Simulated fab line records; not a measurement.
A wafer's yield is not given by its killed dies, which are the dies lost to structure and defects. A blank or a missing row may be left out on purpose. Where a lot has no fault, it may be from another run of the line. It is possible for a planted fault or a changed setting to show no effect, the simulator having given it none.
Chamber matching :: flow n5-finfet :: N5_SPACER0_ALD_07 on ald-sin-04: 4 sister chambers
The step deposits SiNx, target thk 2 nm. 4 wafers are shown with their chamber, then 7 later ones without.

EACH WAFER AND ITS CHAMBER
wafer: L769.2
chamber: 3
heater-power-w (W): 690

wafer: L769.4
chamber: 1
heater-power-w (W): 973

wafer: L782.3
chamber: 2
heater-power-w (W): 889

wafer: L782.5
chamber: 0
heater-power-w (W): 804

WAFERS MISSING THEIR CHAMBER
wafer: L782.6
heater-power-w (W): 714

wafer: L784.1
heater-power-w (W): 908

wafer: L784.2
heater-power-w (W): 920

wafer: L784.3
heater-power-w (W): 729

wafer: L785.1
heater-power-w (W): 888

wafer: L785.2
heater-power-w (W): 718

wafer: L785.4
heater-power-w (W): 945

THE CHAMBER EACH PASSED THROUGH
wafer: L782.6
from the rows above: 3
in truth: 3

wafer: L784.1
from the rows above: can't be placed: 2 or 1
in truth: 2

wafer: L784.2
from the rows above: can't be placed: 2 or 1
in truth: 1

wafer: L784.3
from the rows above: can't be placed: 3 or 0
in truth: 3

wafer: L785.1
from the rows above: 2
in truth: 2

wafer: L785.2
from the rows above: 3
in truth: 3

wafer: L785.4
from the rows above: can't be placed: 1 or 2
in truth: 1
Correctly placed: 3 of 7. These rows do not allow placing 4 (true chamber among the candidates in 4). 0 placed wrongly.
How it was worked out, from the rows above alone: a wafer's distance from a chamber is the root of the sum, over the readings, of the square of ((its reading less the chamber's mean) divided by the reading's scatter). The wafer belongs to the nearest chamber; if the next one is less than 2 further off, it can't be placed. A chamber's mean is the mean of its shown wafers. The scatter: with one shown wafer a chamber, the root of the mean of the squares of how far each hidden wafer lies from its nearest shown one.
